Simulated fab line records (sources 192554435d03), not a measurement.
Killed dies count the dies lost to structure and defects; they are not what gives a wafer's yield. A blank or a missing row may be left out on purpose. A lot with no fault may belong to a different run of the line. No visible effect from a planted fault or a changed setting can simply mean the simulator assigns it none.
Split-lot experiment + flow n5-finfet + 39 wafers read from 7 lots, route of 1938 steps

SPLIT DETAILS
At N5_DUMMY_GATE_ETCH_37 (etches SOC in N2/H2, target depth 60 nm, overetch 30 nm), the setting source-w was moved away from the recipe's 840 W on 18 of the 39 wafers read, by -18.6% to +10.6%. The other wafers ran this setting at the recipe's value.

The reading comes from the split's own step.

THE READING
rf-vpp-V, in V, at N5_DUMMY_GATE_ETCH_37 (etches SOC in N2/H2, target depth 60 nm, overetch 30 nm). On this fab line, fault-free wafers typically give 521.7 V with a standard deviation of 2.9 V.

| wafer  | tool, chamber at the split | source-w as run, W | against the recipe | rf-vpp-V, V | against lot-mates on the recipe |
|--------|----------------------------|--------------------|--------------------|-------------|---------------------------------|
| L075.1 | rie-diel-01, 3             | 905.7              | +7.8%              | 507.8       | -18.2                           |
| L075.2 | rie-diel-01, 1             | 905.7              | +7.8%              | 514.1       | -11.9                           |
| L075.3 | rie-diel-01, 2             | 840                | recipe             | 524.4       | -                               |
| L075.4 | rie-diel-01, 0             | 840                | recipe             | 526.1       | -                               |
| L075.5 | rie-diel-01, 2             | 905.7              | +7.8%              | 510.9       | -15.1                           |
| L075.6 | rie-diel-01, 1             | 840                | recipe             | 527.6       | -                               |
| L078.1 | rie-diel-04, 3             | 840                | recipe             | 521.1       | -                               |
| L078.3 | rie-diel-04, 0             | 840                | recipe             | 524.6       | -                               |
| L078.4 | rie-diel-04, 2             | 840                | recipe             | 519.5       | -                               |
| L079.1 | rie-diel-04, 2             | 928.9              | +10.6%             | 502.1       | -19.5                           |
| L079.2 | rie-diel-04, 3             | 928.9              | +10.6%             | 505.7       | -15.9                           |
| L079.3 | rie-diel-04, 1             | 840                | recipe             | 520.4       | -                               |
| L079.4 | rie-diel-04, 0             | 840                | recipe             | 523.2       | -                               |
| L079.5 | rie-diel-04, 1             | 840                | recipe             | 521.2       | -                               |
| L079.6 | rie-diel-04, 2             | 928.9              | +10.6%             | 501.7       | -19.9                           |
| L081.1 | rie-diel-04, 3             | 840                | recipe             | 522.5       | -                               |
| L081.2 | rie-diel-04, 0             | 840                | recipe             | 522.6       | -                               |
| L081.3 | rie-diel-04, 1             | 743.6              | -11.5%             | 541.4       | +18.7                           |
| L081.4 | rie-diel-04, 2             | 743.6              | -11.5%             | 539.8       | +17.1                           |
| L081.5 | rie-diel-04, 0             | 743.6              | -11.5%             | 545.5       | +22.8                           |
| L081.6 | rie-diel-04, 3             | 840                | recipe             | 523.0       | -                               |
| L083.1 | rie-diel-04, 3             | 683.9              | -18.6%             | 558.4       | +36.9                           |
| L083.2 | rie-diel-04, 0             | 840                | recipe             | 523.6       | -                               |
| L083.3 | rie-diel-04, 1             | 840                | recipe             | 520.9       | -                               |
| L083.4 | rie-diel-04, 2             | 683.9              | -18.6%             | 554.9       | +33.4                           |
| L083.5 | rie-diel-04, 0             | 683.9              | -18.6%             | 560.9       | +39.4                           |
| L083.6 | rie-diel-04, 1             | 840                | recipe             | 520.1       | -                               |
| L085.1 | rie-diel-01, 0             | 840                | recipe             | 524.7       | -                               |
| L085.2 | rie-diel-01, 1             | 796.9              | -5.1%              | 535.9       | +13.3                           |
| L085.3 | rie-diel-01, 2             | 796.9              | -5.1%              | 534.6       | +12.0                           |
| L085.4 | rie-diel-01, 3             | 840                | recipe             | 517.4       | -                               |
| L085.5 | rie-diel-01, 3             | 796.9              | -5.1%              | 529.4       | +6.8                            |
| L085.6 | rie-diel-01, 0             | 840                | recipe             | 525.7       | -                               |
| L097.1 | rie-diel-01, 3             | 717.2              | -14.6%             | 545.5       | +22.6                           |
| L097.2 | rie-diel-01, 1             | 717.2              | -14.6%             | 553.5       | +30.6                           |
| L097.3 | rie-diel-01, 2             | 717.2              | -14.6%             | 553.4       | +30.5                           |
| L097.4 | rie-diel-01, 1             | 840                | recipe             | 526.6       | -                               |
| L097.5 | rie-diel-01, 3             | 840                | recipe             | 518.7       | -                               |
| L097.6 | rie-diel-01, 2             | 840                | recipe             | 523.4       | -                               |

FIT RESULTS
A straight line over all 39 wafers: rf-vpp-V changes by -1.83 V for each +1% of source-w; r = -0.98; the points scatter about the line by 2.9 V.
The same after taking each lot's own level away (the mean of its wafers on the recipe; 39 wafers): -1.88 V for each +1%; r = -0.99; scatter 2.7 V.
That fit puts the effect of the largest move of source-w on the reading at 35 V.
From 521.53 to 526.03 V: that is the span of the lots' own levels, equal to 1.6 times the standard deviation above.
Consequently the slope shifts little with the lot-to-lot level, the two slopes agreeing.
Check: with one of the wafers moved furthest among these (-18.6%) left out of the fit, the line predicts +34.8 V for it against its lot-mates. It came out at +36.9 V against them.
Tool readings at the split's step, against how far the setting was moved: rf-vpp-V r = -0.98.

FILE'S OWN FIT
rf-vpp-V changes by -1.89 V for each +1% of source-w, r = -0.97.
